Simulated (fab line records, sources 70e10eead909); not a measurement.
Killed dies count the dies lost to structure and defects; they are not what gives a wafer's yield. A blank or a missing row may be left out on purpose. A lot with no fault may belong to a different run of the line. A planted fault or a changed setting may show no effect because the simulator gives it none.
Which tool is to blame? / flow nand_harc / 12 lots with 36 wafers sampled at 3 steps, on a route of 1302 steps

## WHAT THE GAUGES SHOWED, per wafer
NHARC_P_STI_OVL_MEAS_10. Usual: overlay_x_nm -2 nm, standard deviation 5.2; overlay_y_nm -1 nm, standard deviation 5.2.
lot=L484; measured=day 3 15:58; on=overlay-02; overlay_x_nm (nm)=-1 -2 -1; overlay_y_nm (nm)=-6 -6 -6; flag=
lot=L485; measured=day 4 01:44; on=overlay-01; overlay_x_nm (nm)=3 4 3; overlay_y_nm (nm)=1 1 1; flag=
lot=L488; measured=day 5 07:25; on=overlay-01; overlay_x_nm (nm)=-4 -5 -4; overlay_y_nm (nm)=0 0 0; flag=
lot=L489; measured=day 5 17:13; on=overlay-01; overlay_x_nm (nm)=7 7 7; overlay_y_nm (nm)=8 8 8; flag=
lot=L490; measured=day 6 04:56; on=overlay-02; overlay_x_nm (nm)=2 3 2; overlay_y_nm (nm)=-1 -1 0; flag=
lot=L491; measured=day 6 15:14; on=overlay-02; overlay_x_nm (nm)=9 9 8; overlay_y_nm (nm)=2 1 1; flag=
lot=L494; measured=day 7 23:44; on=overlay-02; overlay_x_nm (nm)=-6 -5 -5; overlay_y_nm (nm)=3 3 4; flag=
lot=L497; measured=day 9 03:02; on=overlay-02; overlay_x_nm (nm)=-2 -2 -2; overlay_y_nm (nm)=-2 -2 -2; flag=
lot=L500; measured=day 10 06:52; on=overlay-01; overlay_x_nm (nm)=-16 -16 -15; overlay_y_nm (nm)=0 1 0; flag=
lot=L501; measured=day 10 18:33; on=overlay-02; overlay_x_nm (nm)=-6 -6 -6; overlay_y_nm (nm)=-5 -5 -5; flag=
lot=L504; measured=day 12 01:15; on=overlay-02; overlay_x_nm (nm)=-9 -9 -9; overlay_y_nm (nm)=-5 -5 -5; flag=
lot=L505; measured=day 12 10:28; on=overlay-02; overlay_x_nm (nm)=2 2 2; overlay_y_nm (nm)=-6 -6 -6; flag=

NHARC_P_GATE_CD_MEAS_91: the cd target is 2000 nm. Usual: cd_nm at 1999.9 nm, with a standard deviation of 1.3.
lot=L484; measured=day 6 07:30; on=cd_sem-02; cd_nm (nm)=1998.6 1999.4 1998.5; flag=
lot=L485; measured=day 7 01:53; on=cd_sem-02; cd_nm (nm)=1999.0 1999.9 2000.3; flag=
lot=L488; measured=day 8 04:52; on=cd_sem-02; cd_nm (nm)=2001.2 2001.5 1999.5; flag=
lot=L489; measured=day 8 21:17; on=cd_sem-01; cd_nm (nm)=2000.6 1999.3 1999.1; flag=
lot=L490; measured=day 9 01:46; on=cd_sem-02; cd_nm (nm)=1999.6 2001.4 2001.6; flag=
lot=L491; measured=day 9 11:01; on=cd_sem-02; cd_nm (nm)=2071.5 2071.9 2070.9; flag=OFF
lot=L494; measured=day 10 20:30; on=cd_sem-03; cd_nm (nm)=1997.3 1997.8 1999.8; flag=
lot=L497; measured=day 11 21:28; on=cd_sem-02; cd_nm (nm)=2000.2 1999.7 1999.8; flag=
lot=L500; measured=day 13 03:31; on=cd_sem-02; cd_nm (nm)=2000.6 1998.5 1999.7; flag=
lot=L501; measured=day 13 18:44; on=cd_sem-02; cd_nm (nm)=1999.5 2000.2 1999.8; flag=
lot=L504; measured=day 15 03:27; on=cd_sem-01; cd_nm (nm)=2000.1 2001.2 1999.6; flag=
lot=L505; measured=day 15 02:44; on=cd_sem-01; cd_nm (nm)=1998.5 1998.7 1998.8; flag=

## TOOL THAT RAN EACH LOT (tool first, then ch and the chambers of the sampled wafers, then the start)
lot=L484; NHARC_P_GATE_EXPOSE_88=krf_scanner-02 ch 0, day 6 07:20
lot=L485; NHARC_P_GATE_EXPOSE_88=krf_scanner-03 ch 0, day 7 01:44
lot=L488; NHARC_P_GATE_EXPOSE_88=krf_scanner-03 ch 0, day 8 04:43
lot=L489; NHARC_P_GATE_EXPOSE_88=krf_scanner-04 ch 0, day 8 21:08
lot=L490; NHARC_P_GATE_EXPOSE_88=krf_scanner-04 ch 0, day 9 01:37
lot=L491; NHARC_P_GATE_EXPOSE_88=krf_scanner-04 ch 0, day 9 10:51
lot=L494; NHARC_P_GATE_EXPOSE_88=krf_scanner-04 ch 0, day 10 20:21
lot=L497; NHARC_P_GATE_EXPOSE_88=krf_scanner-02 ch 0, day 11 21:18
lot=L500; NHARC_P_GATE_EXPOSE_88=krf_scanner-03 ch 0, day 13 03:22
lot=L501; NHARC_P_GATE_EXPOSE_88=krf_scanner-03 ch 0, day 13 18:35
lot=L504; NHARC_P_GATE_EXPOSE_88=krf_scanner-03 ch 0, day 15 03:18
lot=L505; NHARC_P_GATE_EXPOSE_88=krf_scanner-03 ch 0, day 15 02:35
- NHARC_P_GATE_EXPOSE_88: exposes mask P HVN, target cd 2000 nm.

## AS READ BY THE TOOLS THEMSELVES (means over the sampled wafers that have a number; for cases with no such wafer, the mark the record gives instead)
The record holds no such reading with a usual standard deviation.

## THE ANSWER, worked out from the rows above alone
Rule: a lot is off if the mean of its wafers that have a number lies more than 3 standard deviations from the usual mean. Also off: a lot with no number at a reading for which 4 or more lots have one. Any other lot the step has rows for is counted as sound. Order of review: gauges by route order, followed by the tools' own readings, for which a lot's mean as printed above is used. The first step at which some lot is off is used, and at that step the reading that is off furthest; a lot without a number counts as furthest.
Off, at NHARC_P_GATE_CD_MEAS_91 on cd_nm: L491.
A tool fits if, at a process step before that reading, it ran every lot that is off, and no sound lot after the first of them. The gauges at NHARC_P_GATE_CD_MEAS_91 are tried like those tools. No candidate that was tried fits.

## WHAT THE SIMULATOR PUT IN
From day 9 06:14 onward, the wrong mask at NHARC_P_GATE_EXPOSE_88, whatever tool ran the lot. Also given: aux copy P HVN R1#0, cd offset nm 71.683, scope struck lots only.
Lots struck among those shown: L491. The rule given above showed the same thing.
